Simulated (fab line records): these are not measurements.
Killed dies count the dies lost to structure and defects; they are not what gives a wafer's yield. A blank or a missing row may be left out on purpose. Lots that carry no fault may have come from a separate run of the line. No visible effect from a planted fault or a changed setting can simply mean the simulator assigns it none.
fab line records | flow nand-harc
record lots=7 | wafers=18 | last-day=33
route steps=1302 shown A_M1@1175 END@1302
lots with no fault: from the same line, run without faults
start-h: the number of hours between the record's first day and the start of the first shown wafer of the lot | wait-h: how many hours have passed since the lot's step before this one | " same as the row above | L1.1+2: a single row standing in for several wafers | - either no value or no given start | * or withheld: withheld | < > ~ a bound
route shown NAME@n: a module of which the file shows steps, and the number in the route of the first | usual: mean and standard deviation over wafers with no fault | same: alike in all rows | chamber/n: place in a boat | sites: per-site readings | _std_site: standard deviation across them | _edge_site: the outer-site mean with the inner-site mean subtracted | radius-mm: how far each site lies from the wafer's centre | mask NAME#n: copy n | behind: tool/chamber where the wafer was last shaped | hold: cause of the lot's hold/its duration in hours/its outcome | device: transistor that didn't switch, given as n, p or np | end of line: tests run on the same wafers once the route is complete | a step with no rows: only its recipe | killed: count of dies lost to structure and defects at first sort (not the wafer's yield) | map: a wafer's dies, marking killed ones x, the rest . and places with no die _
set.NAME: the run value of the setting; set.NAME@STEP: its run value at that earlier step | model.NAME: the simulator's own value behind a step, which no gauge read
lots at some steps of the route; a table a step, a row a wafer
services: from which hour (start-h, from the record's first day; less than 0 if before it) a tool's chamber was out of use, for how many hours, and why
## steps
# step NHARC_A_M1_EBR_05
# step NHARC_A_M1_EXPOSE_06
# recipe na=1.35 | target-cd-nm=120 | dose-mj=75.13 | mask-id=A_M1
# step NHARC_A_M1_PEB_07
# recipe peb-temp-c=100 | peb-time-s=65
# step NHARC_A_M1_DEVELOP_08
# recipe develop-time-s=35 | dev-temp-c=23
# step NHARC_A_M1_CD_MEAS_09
# recipe target-cd-nm=120 | landing-energy-ev=500
# usual cd-nm=120.2/0.54
lot.wafer | tool      | chamber | start-h | wait-h | cd-nm
L914.3    | cd-sem-01 | 0       | 563.33  | -      | 119.8
L914.4    | "         | 0       | "       | "      | 119.6
L914.6    | "         | 0       | "       | "      | 120.3
L919.1    | cd-sem-02 | 0       | 629.44  | -      | 120.5
L919.4    | "         | 0       | "       | "      | 121.1
L919.5    | "         | 0       | "       | "      | 120.3
L921.1    | cd-sem-01 | 0       | 636.15  | -      | 120.3
L921.4    | "         | 0       | "       | "      | 120.1
L923.1    | cd-sem-01 | 0       | 673.66  | -      | 120.0
L923.3    | "         | 0       | "       | "      | 119.5
L926.4    | cd-sem-01 | 0       | 679.82  | -      | 120.4
L926.5    | "         | 0       | "       | "      | 121.1
L931.1    | cd-sem-02 | 0       | 745.78  | -      | 120.5
L931.2    | "         | 0       | "       | "      | 120.7
L931.6    | "         | 0       | "       | "      | 120.2
L932.1    | cd-sem-02 | 0       | 746.99  | -      | 121.3
L932.2    | "         | 0       | "       | "      | 120.3
L932.3    | "         | 0       | "       | "      | 121.0
# step NHARC_A_M1_OVL_MEAS_10
# recipe pitch-nm=240
# usual overlay-x-nm=0.0/0.89 | overlay-y-nm=0.0/0.7
lot.wafer | tool       | chamber | start-h | wait-h | overlay-x-nm | overlay-y-nm
L914.3    | overlay-01 | -       | 563.42  | -      | -0.7         | 0.9
L914.4    | "          | -       | "       | "      | -0.5         | 0.3
L914.6    | "          | -       | "       | "      | -1.0         | 0.9
L919.1    | overlay-02 | -       | 629.53  | -      | -0.3         | -0.7
L919.4    | "          | -       | "       | "      | -0.1         | -1.1
L919.5    | "          | -       | "       | "      | 0.3          | -0.8
L921.1    | overlay-01 | -       | 636.24  | -      | -2.1         | 0.0
L921.4    | "          | -       | "       | "      | -1.9         | 0.9
L923.1    | overlay-01 | -       | 673.75  | -      | 0.3          | 0.0
L923.3    | "          | -       | "       | "      | 0.1          | 0.1
L926.4    | overlay-01 | -       | 679.91  | -      | -1.1         | -0.2
L926.5    | "          | -       | "       | "      | -0.2         | -0.5
L931.1    | overlay-02 | -       | 745.87  | -      | 0.6          | 0.1
L931.2    | "          | -       | "       | "      | 0.2          | 0.3
L931.6    | "          | -       | "       | "      | 0.4          | 0.4
L932.1    | overlay-02 | -       | 747.08  | -      | -1.0         | 0.7
L932.2    | "          | -       | "       | "      | -0.9         | 0.9
L932.3    | "          | -       | "       | "      | -1.5         | 0.8
# step NHARC_A_M1_INSPECT_11
# usual raw-defect-count=85/39
lot.wafer | tool              | chamber | start-h | wait-h | raw-defect-count
L914.3    | defect-inspect-02 | -       | 563.45  | 0.0    | 109
L914.4    | "                 | -       | "       | "      | 128
L914.6    | "                 | -       | "       | "      | 131
L919.1    | defect-inspect-01 | -       | 629.57  | 0.0    | 64
L919.4    | "                 | -       | "       | "      | 72
L919.5    | "                 | -       | "       | "      | 71
L921.1    | defect-inspect-02 | -       | 636.27  | 0.0    | 50
L921.4    | "                 | -       | "       | "      | 47
L923.1    | defect-inspect-01 | -       | 673.79  | 0.0    | 52
L923.3    | "                 | -       | "       | "      | 55
L926.4    | defect-inspect-02 | -       | 679.94  | 0.0    | 81
L926.5    | "                 | -       | "       | "      | 76
L931.1    | defect-inspect-01 | -       | 745.91  | 0.0    | 57
L931.2    | "                 | -       | "       | "      | 50
L931.6    | "                 | -       | "       | "      | 45
L932.1    | defect-inspect-02 | -       | 747.11  | 0.0    | 119
L932.2    | "                 | -       | "       | "      | 117
L932.3    | "                 | -       | "       | "      | 120
# step NHARC_A_M1_DESCUM_14
# recipe time-s=3 | o2-flow-sccm=200 | ar-flow-sccm=0 | bias-power-w=0 | chemistry=O2
# usual drypump-motor-current-A=5.7/0.5 | o2-flow-sccm=200.0/0.56 | oes-product-au=1.000/0.0091 | rf-vpp-V=57.9/0.92 | showerhead-plenum-p-Torr=1.92/0.073 | throttle-valve-pct=11.312/0.0079
# same bias-power-w=0
lot.wafer | tool        | chamber | start-h | wait-h | drypump-motor-current-A | o2-flow-sccm | oes-product-au | rf-hours-counter-h | rf-vpp-V | showerhead-plenum-p-Torr | throttle-valve-pct
L914.3    | rie-diel-04 | 1       | 563.51  | 0.1    | 5.6                     | 200.2        | 1.003          | 1.0                | 59.8     | 2.02                     | 11.309
L914.4    | "           | 2       | "       | "      | 5.5                     | 200.5        | 0.995          | 1.2                | 59.3     | 1.90                     | 11.321
L914.6    | "           | 1       | "       | "      | 5.7                     | 200.2        | 0.994          | -                  | 58.2     | 2.02                     | 11.300
L919.1    | rie-diel-09 | 3       | 629.64  | 0.1    | 5.1                     | 199.3        | 0.987          | 7.7                | 57.5     | 1.90                     | 11.313
L919.4    | "           | 2       | "       | "      | 5.7                     | 200.2        | 0.989          | -                  | 58.0     | 1.85                     | 11.322
L919.5    | "           | 0       | "       | "      | 5.5                     | 199.6        | 0.992          | -                  | 58.0     | 1.97                     | 11.311
L921.1    | rie-diel-09 | 0       | 636.35  | 0.1    | 5.5                     | 200.3        | 1.000          | 6.4                | 57.3     | 1.97                     | 11.309
L921.4    | "           | 2       | "       | "      | 5.7                     | 199.5        | 0.996          | -                  | 58.9     | 1.85                     | 11.319
L923.1    | rie-diel-12 | 0       | 673.86  | 0.1    | 6.3                     | 198.8        | 1.005          | 1.5                | 57.8     | 1.80                     | 11.323
L923.3    | "           | 1       | "       | "      | 5.1                     | 200.2        | 1.012          | 1.2                | 58.0     | 1.97                     | 11.308
L926.4    | rie-diel-04 | 2       | 680.01  | 0.1    | 5.5                     | 199.7        | 0.988          | 8.8                | 57.7     | 1.90                     | 11.312
L926.5    | "           | 1       | "       | "      | 5.8                     | 200.8        | 0.993          | -                  | 58.9     | 2.02                     | 11.318
L931.2    | rie-diel-04 | 3       | 745.97  | 0.1    | 5.8                     | 200.7        | 0.987          | 0.9                | 55.3     | 2.01                     | 11.302
L931.1    | "           | 0       | "       | "      | 6.5                     | 200.1        | 0.997          | 1.0                | 58.0     | 2.00                     | 11.314
L931.6    | "           | 0       | "       | "      | 6.5                     | 199.8        | 0.978          | -                  | 58.5     | 2.00                     | 11.325
L932.2    | rie-diel-09 | 0       | 747.17  | 0.1    | 5.4                     | 200.7        | 1.011          | 5.3                | 59.3     | 1.97                     | 11.321
L932.3    | "           | 2       | "       | "      | 5.7                     | 199.2        | 1.006          | 4.1                | 57.3     | 1.85                     | 11.314
L932.1    | "           | 3       | "       | "      | 5.1                     | 199.2        | 1.000          | 2.6                | 58.1     | 1.89                     | 11.314
# step NHARC_A_M1_ETCH_35
# recipe target-depth-a=400 | overetch-a=120 | time-s=43.94 | ion-energy-ev=200 | n2-flow-sccm=150 | h2-flow-sccm=150 | ar-flow-sccm=0 | rf-w=400 | bias-w=150 | chemistry=N2/H2
# usual bias-w=149.9/0.46 | drypump-motor-current-A=5.7/0.5 | oes-product-au=1.001/0.0094 | rf-vpp-V=430.9/2.2 | run-length-s=65.2/0.35 | showerhead-plenum-p-Torr=2.05/0.076 | throttle-valve-pct=14.172/0.0089
lot.wafer | tool        | chamber | start-h | wait-h | bias-w | drypump-motor-current-A | oes-product-au | rf-hours-counter-h | rf-vpp-V | run-length-s | showerhead-plenum-p-Torr | throttle-valve-pct
L914.4    | rie-diel-04 | 3       | 563.60  | 0.1    | 150.1  | 5.7                     | 1.004          | 1.3                | 433.8    | 65.2         | 2.15                     | 14.159
L914.3    | "           | 1       | "       | "      | 150.4  | 5.7                     | 0.994          | 1.0                | 434.0    | 64.5         | 2.16                     | 14.170
L914.6    | "           | 3       | "       | "      | 149.7  | 5.7                     | 0.996          | -                  | 433.9    | 65.3         | 2.15                     | 14.167
L919.1    | rie-diel-09 | 3       | 629.74  | 0.1    | 149.6  | 5.1                     | 1.003          | 7.7                | 430.1    | 65.1         | 2.02                     | 14.175
L919.4    | "           | 2       | "       | "      | 150.2  | 5.7                     | 0.996          | -                  | 428.9    | 65.0         | 1.97                     | 14.180
L919.5    | "           | 3       | "       | "      | 149.3  | 5.1                     | 1.005          | -                  | 430.1    | 65.3         | 2.02                     | 14.170
L921.1    | rie-diel-09 | 2       | 636.44  | 0.1    | 150.0  | 5.7                     | 0.995          | 8.4                | 429.1    | 64.7         | 1.97                     | 14.189
L921.4    | "           | 2       | "       | "      | 149.8  | 5.7                     | 0.991          | -                  | 427.5    | 64.8         | 1.97                     | 14.154
L923.3    | rie-diel-12 | 3       | 673.94  | 0.1    | 150.0  | 5.2                     | 0.994          | 1.3                | 429.5    | 65.2         | 2.00                     | 14.162
L923.1    | "           | 1       | "       | "      | 150.3  | 5.1                     | 1.012          | 1.2                | 433.2    | 65.2         | 2.10                     | 14.175
L926.4    | rie-diel-04 | 2       | 680.09  | 0.1    | 149.4  | 5.5                     | 0.986          | 8.8                | 430.2    | 65.6         | 2.03                     | 14.167
L926.5    | "           | 1       | "       | "      | 150.5  | 5.7                     | 0.994          | -                  | 433.5    | 64.8         | 2.15                     | 14.178
L931.1    | rie-diel-04 | 3       | 746.06  | 0.1    | 149.9  | 5.8                     | 0.997          | 1.0                | 434.5    | 65.5         | 2.15                     | 14.178
L931.2    | "           | 1       | "       | "      | 150.4  | 5.7                     | 0.997          | 1.2                | 432.5    | 64.9         | 2.15                     | 14.163
L931.6    | "           | 3       | "       | "      | 149.9  | 5.7                     | 0.989          | -                  | 433.4    | 65.0         | 2.15                     | 14.177
L932.3    | rie-diel-09 | 2       | 747.26  | 0.1    | 148.9  | 5.7                     | 0.984          | 4.1                | 429.4    | 64.9         | 1.97                     | 14.169
L932.2    | "           | 3       | "       | "      | 150.1  | 5.1                     | 0.992          | 2.6                | 429.2    | 65.5         | 2.02                     | 14.171
L932.1    | "           | 0       | "       | "      | 150.3  | 5.5                     | 1.010          | 5.3                | 433.7    | 65.9         | 2.10                     | 14.168
# step NHARC_A_M1_ETCH_15
# recipe target-depth-a=1825 | time-s=91.2 | c4f8-flow-sccm=withheld | ar-flow-sccm=400 | rf-w=600 | bias-w=300 | chemistry=C4F8/Ar
# usual bias-w=300.1/0.97 | oes-product-au=0.955/0.022 | rf-vpp-V=441.2/2.2 | run-length-s=112.5/0.38
lot.wafer | tool        | chamber | start-h | wait-h | bias-w | oes-product-au | rf-hours-counter-h | rf-vpp-V | run-length-s
L914.4    | rie-diel-04 | 3       | -       | -      | 300.9  | 0.984          | 1.3                | 444.4    | 112.2
L914.3    | "           | 1       | "       | "      | 300.9  | 0.962          | 1.0                | 443.1    | 112.0
L914.6    | "           | 3       | "       | "      | 298.8  | 0.996          | -                  | 444.2    | 112.6
L919.1    | rie-diel-09 | 3       | -       | -      | 299.2  | 0.925          | 7.7                | 439.9    | 112.4
L919.4    | "           | 2       | "       | "      | 300.5  | 0.924          | -                  | 438.0    | 112.0
L919.5    | "           | 3       | "       | "      | 301.3  | 0.937          | -                  | 440.9    | 113.2
L921.1    | rie-diel-09 | 0       | -       | -      | 298.5  | 0.959          | 6.4                | 441.7    | 113.4
L921.4    | "           | 2       | "       | "      | 299.3  | 0.958          | -                  | 438.9    | 112.2
L923.1    | rie-diel-12 | 2       | -       | -      | 300.6  | 0.978          | 1.0                | 441.1    | 112.2
L923.3    | "           | 0       | "       | "      | 300.1  | 0.973          | 1.5                | 436.6    | 112.9
L926.4    | rie-diel-04 | 3       | -       | -      | 301.2  | 0.981          | 8.9                | 442.9    | 112.2
L926.5    | "           | 0       | "       | "      | 300.7  | 0.970          | -                  | 444.2    | 112.0
L931.1    | rie-diel-04 | 2       | -       | -      | 298.7  | 0.929          | 1.2                | 440.7    | 113.2
L931.2    | "           | 3       | "       | "      | 298.9  | 0.906          | 1.0                | 444.4    | 112.9
L931.6    | "           | 2       | "       | "      | 299.4  | 0.925          | -                  | 441.2    | 112.7
L932.1    | rie-diel-09 | 0       | -       | -      | 300.1  | 0.959          | 5.3                | 441.7    | 112.9
L932.3    | "           | 1       | "       | "      | 301.1  | 0.966          | 5.1                | 437.9    | 112.9
L932.2    | "           | 2       | "       | "      | 300.2  | 0.978          | 4.1                | 437.1    | 112.3
# step NHARC_A_M1_CD_MEAS_16
# usual cd-nm=120.3/0.8
lot.wafer | tool      | chamber | start-h | wait-h | cd-nm
L914.3    | cd-sem-01 | -       | 563.82  | -      | 120.4
L914.4    | "         | -       | "       | "      | 119.3
L914.6    | "         | -       | "       | "      | 120.4
L919.1    | cd-sem-02 | -       | 629.97  | -      | 119.7
L919.4    | "         | -       | "       | "      | 119.7
L919.5    | "         | -       | "       | "      | 120.5
L921.1    | cd-sem-02 | -       | 636.68  | -      | 120.1
L921.4    | "         | -       | "       | "      | 119.6
L923.1    | cd-sem-03 | -       | 674.15  | -      | 120.4
L923.3    | "         | -       | "       | "      | 119.3
L926.4    | cd-sem-01 | -       | 680.36  | -      | 119.6
L926.5    | "         | -       | "       | "      | 121.3
L931.1    | cd-sem-03 | -       | 746.27  | -      | 121.1
L931.2    | "         | -       | "       | "      | 120.8
L931.6    | "         | -       | "       | "      | 120.0
L932.1    | cd-sem-01 | -       | 747.48  | -      | 121.5
L932.2    | "         | -       | "       | "      | 120.4
L932.3    | "         | -       | "       | "      | 120.6
# step NHARC_A_M1_STRIP_18
# recipe power-w=1000 | n2-flow-sccm=150 | h2-flow-sccm=150 | ar-flow-sccm=0 | bias-w=0 | chemistry=N2/H2
# usual drypump-motor-current-A=5.7/0.44 | oes-product-au=0.998/0.0083 | rf-vpp-V=90.6/1 | showerhead-plenum-p-Torr=2.05/0.078 | throttle-valve-pct=14.172/0.0087
# same bias-w=0
lot.wafer | tool        | chamber | start-h | wait-h | drypump-motor-current-A | oes-product-au | rf-hours-counter-h | rf-vpp-V | showerhead-plenum-p-Torr | throttle-valve-pct
L914.3    | rie-diel-12 | 0       | 563.92  | 0.1    | 6.3                     | 0.997          | 3.0                | 90.4     | 1.92                     | 14.186
L914.4    | "           | 2       | "       | "      | 6.5                     | 1.000          | 3.1                | 89.8     | 2.05                     | 14.184
L914.6    | "           | 0       | "       | "      | 6.3                     | 1.014          | -                  | 90.7     | 1.92                     | 14.167
L919.4    | rie-diel-04 | 1       | 630.08  | 0.1    | 5.7                     | 0.991          | 3.3                | 90.9     | 2.15                     | 14.173
L919.1    | "           | 3       | "       | "      | 5.7                     | 1.003          | 5.5                | 90.5     | 2.15                     | 14.175
L919.5    | "           | 1       | "       | "      | 5.7                     | 0.993          | -                  | 92.6     | 2.15                     | 14.162
L921.1    | rie-diel-04 | 1       | 636.78  | 0.1    | 5.8                     | 1.003          | 3.6                | 92.0     | 2.15                     | 14.178
L921.4    | "           | 3       | "       | "      | 5.8                     | 1.019          | 5.8                | 92.3     | 2.15                     | 14.170
L923.1    | rie-diel-04 | 3       | 674.26  | 0.1    | 5.8                     | 0.999          | 7.9                | 90.3     | 2.15                     | 14.182
L923.3    | "           | 0       | "       | "      | 6.5                     | 0.988          | 6.4                | 90.4     | 2.13                     | 14.158
L926.4    | rie-diel-04 | 3       | 680.45  | 0.1    | 5.8                     | 1.007          | 9.0                | 91.5     | 2.15                     | 14.184
L926.5    | "           | 2       | "       | "      | 5.5                     | 0.993          | -                  | 89.7     | 2.03                     | 14.149
L931.1    | rie-diel-09 | 1       | 746.37  | 0.1    | 5.8                     | 1.011          | 5.0                | 90.3     | 1.93                     | 14.180
L931.2    | "           | 3       | "       | "      | 5.1                     | 0.993          | 2.6                | 91.1     | 2.02                     | 14.171
L931.6    | "           | 1       | "       | "      | 5.8                     | 1.009          | -                  | 89.9     | 1.93                     | 14.178
L932.1    | rie-diel-09 | 3       | 747.55  | 0.1    | 5.1                     | 0.988          | 2.7                | 89.0     | 2.02                     | 14.176
L932.3    | "           | 1       | "       | "      | 5.7                     | 1.009          | 5.1                | 89.5     | 1.93                     | 14.167
L932.2    | "           | 2       | "       | "      | 5.7                     | 1.001          | 4.2                | 91.2     | 1.96                     | 14.181
# step NHARC_A_M1_ETCH_28
# recipe target-depth-a=300 | over-etch-frac=0.3 | time-s=72.99 | ion-energy-ev=150 | cf4-flow-sccm=50 | n2-flow-sccm=100 | ar-flow-sccm=150 | rf-w=300 | bias-w=100 | chemistry=CF4/N2
# usual bias-w=100.04/0.29 | drypump-motor-current-A=5.7/0.45 | oes-product-au=0.999/0.01 | rf-vpp-V=314.5/1.7 | run-length-s=94.3/0.4 | showerhead-plenum-p-Torr=2.64/0.093 | throttle-valve-pct=19.794/0.0091
lot.wafer | tool        | chamber | start-h | wait-h | bias-w | drypump-motor-current-A | oes-product-au | rf-hours-counter-h | rf-vpp-V | run-length-s | showerhead-plenum-p-Torr | throttle-valve-pct
L914.3    | rie-diel-12 | 2       | 564.14  | -      | 100.25 | 6.5                     | 1.004          | 3.1                | 314.1    | 93.8         | 2.64                     | 19.811
L914.4    | "           | 0       | "       | "      | 99.99  | 6.3                     | 0.997          | 3.0                | 312.9    | 94.8         | 2.49                     | 19.806
L914.6    | "           | 1       | "       | "      | 100.30 | 5.1                     | 1.019          | -                  | 314.1    | 94.8         | 2.70                     | 19.804
L919.1    | rie-diel-04 | 1       | 630.30  | -      | 100.08 | 5.7                     | 0.985          | 3.4                | 317.4    | 94.1         | 2.76                     | 19.793
L919.4    | "           | 2       | "       | "      | 99.10  | 5.5                     | 0.987          | 5.1                | 314.7    | 94.5         | 2.61                     | 19.797
L919.5    | "           | 1       | "       | "      | 100.16 | 5.7                     | 0.988          | -                  | 316.8    | 93.7         | 2.76                     | 19.788
L921.1    | rie-diel-04 | 3       | 637.00  | -      | -      | 5.8                     | 1.016          | 5.9                | 317.3    | 76.2         | 2.76                     | 19.793
L921.4    | "           | 0       | "       | "      | -      | 6.5                     | 0.982          | 5.0                | 316.5    | 76.0         | 2.74                     | 19.798
L923.3    | rie-diel-04 | 2       | 674.48  | -      | 99.70  | 5.5                     | 0.980          | 7.6                | 313.5    | 94.5         | 2.61                     | 19.795
L923.1    | "           | 3       | "       | "      | -      | 5.8                     | 0.997          | 8.0                | 315.7    | 76.2         | 2.76                     | 19.785
L926.4    | rie-diel-04 | 0       | 680.68  | -      | -      | 6.5                     | 0.989          | 7.6                | 315.7    | 76.4         | 2.74                     | 19.796
L926.5    | "           | 1       | "       | "      | 99.61  | 5.8                     | 0.991          | -                  | 317.3    | 94.0         | 2.76                     | 19.796
L931.1    | rie-diel-09 | 2       | 746.60  | -      | 99.48  | 5.7                     | 0.999          | 4.1                | 313.0    | 94.2         | 2.54                     | 19.789
L931.2    | "           | 0       | "       | "      | 100.60 | 5.5                     | 1.012          | 5.3                | 315.5    | 94.3         | 2.69                     | 19.786
L931.6    | "           | 2       | "       | "      | 99.72  | 5.7                     | 1.005          | -                  | 313.0    | 93.8         | 2.54                     | 19.803
L932.3    | rie-diel-09 | 1       | 747.79  | -      | 100.33 | 5.8                     | 1.005          | 5.1                | 311.9    | 94.4         | 2.50                     | 19.797
L932.2    | "           | 3       | "       | "      | 99.83  | 5.0                     | 0.988          | 2.8                | 315.7    | 94.2         | 2.60                     | 19.790
L932.1    | "           | 0       | "       | "      | 99.96  | 5.5                     | 1.009          | 5.4                | 315.7    | 94.5         | 2.69                     | 19.792
# step NHARC_A_M1_STRIP_19
# recipe time-s=600 | temp-c=30 | chemistry=post-etch-residue-remover
# step NHARC_END_SORT_01
# recipe temp-c=25
# usual defect-limited-yield=91.9/2.9 | killed-at-array=50/20 | killed-at-other=1.2/1.5 | killed-at-periphery=3.6/2.6 | killed-dies=55/20 | killed-open=3.4/2 | killed-short=2.7/1.6 | sort_bin_2_pct=2.9/1.3 | sort_bin_3_pct=0.6/0.38 | sort_bin_4_pct=4.6/1.6 | sort-n-pass=622/20 | sort-rim-yield-pct=93/3.8 | sort-yield-pct=91.9/2.9
# same gross-dies=677 | sort_bin_5_pct[%]=0 | sort_bin_6_pct[%]=0 | sort_bin_7_pct[%]=0 | sort_bin_8_pct[%]=0 | sort-rim-n-gross=106.00
lot.wafer | tool      | chamber | start-h | wait-h | defect-limited-yield[%] | killed-at-array | killed-at-other | killed-at-periphery | killed-dies | killed-open | killed-short | sort_bin_2_pct[%] | sort_bin_3_pct[%] | sort_bin_4_pct[%] | sort-n-pass | sort-rim-yield-pct[%] | sort-yield-pct[%]
L914.3    | prober-01 | 0       | 597.13  | 3.1    | 90.5                    | 63              | 1               | 0                   | 64          | 4           | 1            | 3.4               | 0.1               | 5.9               | 613         | 93                    | 90.5
L914.4    | prober-01 | 0       | 597.92  | 3.4    | 87.4                    | 84              | 0               | 1                   | 85          | 3           | 4            | 5.3               | 0.3               | 6.9               | 592         | 97                    | 87.4
L914.6    | prober-01 | 0       | 599.50  | 3.9    | 88.5                    | 74              | 0               | 4                   | 78          | 1           | 5            | 4.3               | 1.0               | 6.2               | 599         | 94                    | 88.5
# killed by level:class
L914.3 A_CHANNEL_HOLE_D2:chamber-film-flake=34 A_STAIRCASE:chamber-film-flake=12 A_SLIT:chamber-film-flake=6 A_CHANNEL_HOLE_D1:chamber-film-flake=4 A_CONTACT:chamber-film-flake=3 A_CONTACT:geometric-particle:open=2 A_DECK1_JOINT:geometric-particle:short=1 A_WL_FILL:geometric-particle:open=1
L914.4 A_CHANNEL_HOLE_D2:chamber-film-flake=36 A_SLIT:chamber-film-flake=30 A_STAIRCASE:chamber-film-flake=6 A_ZERO_WELL:chamber-film-flake=2 A_DECK1_JOINT:geometric-particle:short=1 A_CHANNEL_HOLE_D2:geometric-particle:short=1 A_SGD_CUT:geometric-particle:open=1 A_SGD_CUT:geometric-particle:short=1
L914.6 A_SLIT:chamber-film-flake=26 A_CHANNEL_HOLE_D2:chamber-film-flake=24 A_STAIRCASE:chamber-film-flake=7 A_CONTACT:chamber-film-flake=6 P_GATE:chamber-film-flake=2 A_ZERO_WELL:chamber-film-flake=2 A_CHANNEL_HOLE_D1:chamber-film-flake=2 P_STI:geometric-particle:short=1
## services
tool        | chamber | start-h | hours | kind
rie-diel-04 | 0       | 540.90  | -     | clean
rie-diel-04 | 1       | 540.90  | -     | clean
rie-diel-04 | 2       | 540.90  | -     | clean
rie-diel-04 | 3       | 540.90  | -     | clean
rie-diel-12 | 2       | 545.47  | 1.6   | repair
rie-diel-04 | -       | 555.64  | 0.2   | repair
rie-diel-04 | 0       | 565.40  | -     | clean
rie-diel-04 | 1       | 565.40  | -     | clean
rie-diel-04 | 2       | 565.40  | -     | clean
rie-diel-04 | 3       | 565.40  | -     | clean
rie-diel-04 | -       | 578.71  | 1.6   | repair
rie-diel-04 | 0       | 589.98  | -     | clean
rie-diel-04 | 1       | 589.98  | -     | clean
rie-diel-04 | 2       | 589.98  | -     | clean
rie-diel-04 | 3       | 589.98  | -     | clean
rie-diel-04 | 1       | 619.84  | 7.8   | repair
rie-diel-12 | -       | 622.42  | 9.0   | pm
rie-diel-09 | 1       | 623.95  | 20.0  | repair
rie-diel-04 | 0       | 651.70  | 3.0   | repair
rie-diel-04 | 1       | 651.77  | 5.4   | repair
rie-diel-04 | 0       | 665.16  | 3.0   | repair
rie-diel-09 | -       | 674.97  | 9.0   | pm
rie-diel-04 | -       | 708.90  | 9.0   | pm
rie-diel-09 | 3       | 731.70  | 13.8  | repair
## key
first-sign step=NHARC_A_M1_ETCH_28 | reading=run-length-s | direction=down | sigmas=45 | usual=* | struck=*
effect none on later readings
met-at NHARC_A_M1_ETCH_28
struck-wafers L921.1,L921.4,L923.1,L926.4
sort-left-out L921.1,L921.4,L923.1
onset-between 630.30 637.00
fault kind=process-parameter-drift | tool=rie-diel-04 | chamber=- | onset-h=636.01 | steps=NHARC_A_M1_ETCH_28 | channel=time-s | offset=* | shape=step | end-h=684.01 | scope=struck-wafers-only | acts-in=* | stated=*
# sort-left-out: the simulated sort isn't trusted on such a fault, so these wafers' sort isn't shown, and their yield isn't known
